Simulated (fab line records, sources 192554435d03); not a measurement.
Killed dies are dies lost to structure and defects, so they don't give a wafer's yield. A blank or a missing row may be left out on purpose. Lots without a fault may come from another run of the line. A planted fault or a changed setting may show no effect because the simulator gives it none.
A struck lot beside a sound one | flow n5_finfet | 16 steps out of a route of 1938
Sound: wafers L304.2, L304.3, L304.5. Struck: wafer L319.6. (L319.1 of the same lot was not struck and is left out.) The cause comes at the end.
At each step with rows: each side's tool, then ch and its chambers, then its first start. Under that, the readings that differ: sound wafers | struck wafers | difference of the means | sigmas: that difference in standard deviations of wafers without a fault.
alike: readings whose means differ by less than 2 such deviations, and words and numbers that are the same on both sides. not compared: withheld readings, readings that some wafer has no value for, bounds like >300 that may hide the same value, and numbers for which the record gives no deviation and whose values overlap.
The two part at a step that has a row with sigmas, a row that says differs or no value, or rows on one side only. Numbers that don't overlap but have no deviation are shown without sigmas and don't part them. A reading that every wafer of one side lacks parts them only if that side has two wafers or more.

N5_GATE_CUT_OVL_MEAS_14:
  sound on overlay-01 ch 0, day 4 16:12; struck on overlay-02 ch 0, day 8 08:12
  alike: GATE_CUT_OVL
N5_GATE_CUT_INSPECT_15: inspects for defects (brightfield).
  sound on defect_inspect-02, day 4 16:15; struck on defect_inspect-02, day 8 08:15
  alike: raw_defect_count
N5_GATE_CUT_DESCUM_18: chemistry O2, time 7 s.
  sound on rie_diel-01 ch 2,3, day 4 16:17; struck on rie_diel-04 ch 0, day 8 08:38
  reading               | sound          | struck | difference | sigmas
  oes_product_au (a.u.) | 0.92 0.74 0.92 | 0.72   | -0.14      | -2
  alike: bias_power_w, drypump_motor_current_A, rf_vpp_V, showerhead_plenum_p_Torr, throttle_valve_pct
  not compared: rf_hours_counter_h
N5_GATE_CUT_ETCH_28: etches underlayer in N2/H2, target depth 13 nm, time 10.4 s.
  sound on rie_diel-01 ch 2,3, day 4 16:19; struck on rie_diel-04 ch 0, day 8 08:40
  reading               | sound          | struck | difference | sigmas
  oes_product_au (a.u.) | 0.79 0.64 0.78 | 0.61   | -0.13      | -2
  alike: drypump_motor_current_A, etch_rf_on_time_s, n2_flow_sccm, rf_vpp_V, showerhead_plenum_p_Torr, throttle_valve_pct
  not compared: rf_hours_counter_h
then, 1 step without rows for these wafers: N5_GATE_CUT_ETCH_36 (etches SiARC in CF4, target depth 13 nm, time 21.7 s).
N5_GATE_CUT_ETCH_37: etches SOC in N2/H2, target depth 60 nm, overetch 12 nm, time 90 s.
  sound on rie_diel-01 ch 2,3, day 4 16:22; struck on rie_diel-04 ch 0, day 8 08:43
  reading               | sound          | struck | difference | sigmas
  oes_product_au (a.u.) | 0.82 0.68 0.83 | 0.65   | -0.13      | -2
  alike: drypump_motor_current_A, n2_flow_sccm, rf_vpp_V, showerhead_plenum_p_Torr, throttle_valve_pct
  not compared: rf_hours_counter_h
then, 2 steps without rows for these wafers: N5_GATE_CUT_STRIP_38 (strips in N2/H2); N5_GATE_CUT_STRIP_39 (strips in N2/H2).
N5_GATE_CUT_HM_OPEN_40: chemistry C4F6/O2, target SiO2, target depth 139 nm, time 85.1 s.
  sound on rie_diel-01 ch 2,3, day 4 16:27; struck on rie_diel-04 ch 0, day 8 08:48
  reading               | sound          | struck | difference | sigmas
  oes_product_au (a.u.) | 0.84 0.67 0.83 | 0.65   | -0.13      | -2
  alike: drypump_motor_current_A, etch_rf_on_time_s, rf_vpp_V, showerhead_plenum_p_Torr, throttle_valve_pct
  not compared: rf_hours_counter_h
then, 1 step without rows for these wafers: N5_GATE_CUT_STRIP_41 (strips in CF4).
N5_GATE_CUT_STRIP_42: strips in O2.
  sound on rie_diel-01 ch 2,3, day 4 16:32; struck on rie_diel-04 ch 0, day 8 08:53
  reading               | sound          | struck | difference | sigmas
  oes_product_au (a.u.) | 0.92 0.74 0.92 | 0.71   | -0.15      | -2
  alike: drypump_motor_current_A, rf_vpp_V, showerhead_plenum_p_Torr, throttle_valve_pct
  not compared: rf_hours_counter_h
then, 1 step without rows for these wafers: N5_GATE_CUT_ETCH_19 (etches SiNx in CH3F/O2, target depth 53.7 nm, time 76.7 s).
N5_GATE_CUT_CUT_ETCH_53: etches W in SF6/Cl2, target depth 79.2 nm.
  sound on rie_metal-02 ch 0,1, day 4 16:41; struck on rie_metal-03 ch 1, day 8 09:02
  reading               | sound          | struck | difference | sigmas
  etch_rf_on_time_s (s) | 25.8 26.2 26.1 | 17.5   | -8.5       | -12
  oes_product_au (a.u.) | 0.67 0.58 0.59 | 0.89   | +0.28      | +3
  alike: drypump_motor_current_A, mfc_cl2_sccm, throttle_valve_pct
  not compared: rf_hours_counter_h
then, 1 step without rows for these wafers: N5_GATE_CUT_CUT_ETCH_54 (etches TiN in Cl2/BCl3, target depth 96.7 nm).
-- the record jumps here: 5 days lie between the struck wafers' starts before and after (it left off in module GATE_CUT and takes up again in module BEOL_M4, whose first step shown is number 1111 of the route) --
N5_BEOL_M4_RC_MEAS_101:
  sound on prober-02 ch 0, day 8 00:35; struck on prober-01 ch 0, day 12 22:23
  alike: DIBL_N, DIBL_P, IOFF_N, IOFF_P, ION_N, ION_P, SS_N, SS_P, VT_N, VT_P
-- the record jumps here: 4 days lie between the struck wafers' starts before and after (it left off in module BEOL_M4 and takes up again in module PASSIVATION, whose first step shown is number 1936 of the route) --
N5_PASSIVATION_PROBE_49:
  the record has rows for the struck wafers here (prober-02, day 17 04:53) and none for the sound ones

WHERE THEY PART
First at N5_GATE_CUT_DESCUM_18; last, within this record, at N5_PASSIVATION_PROBE_49.

WHY: what the simulator had put in
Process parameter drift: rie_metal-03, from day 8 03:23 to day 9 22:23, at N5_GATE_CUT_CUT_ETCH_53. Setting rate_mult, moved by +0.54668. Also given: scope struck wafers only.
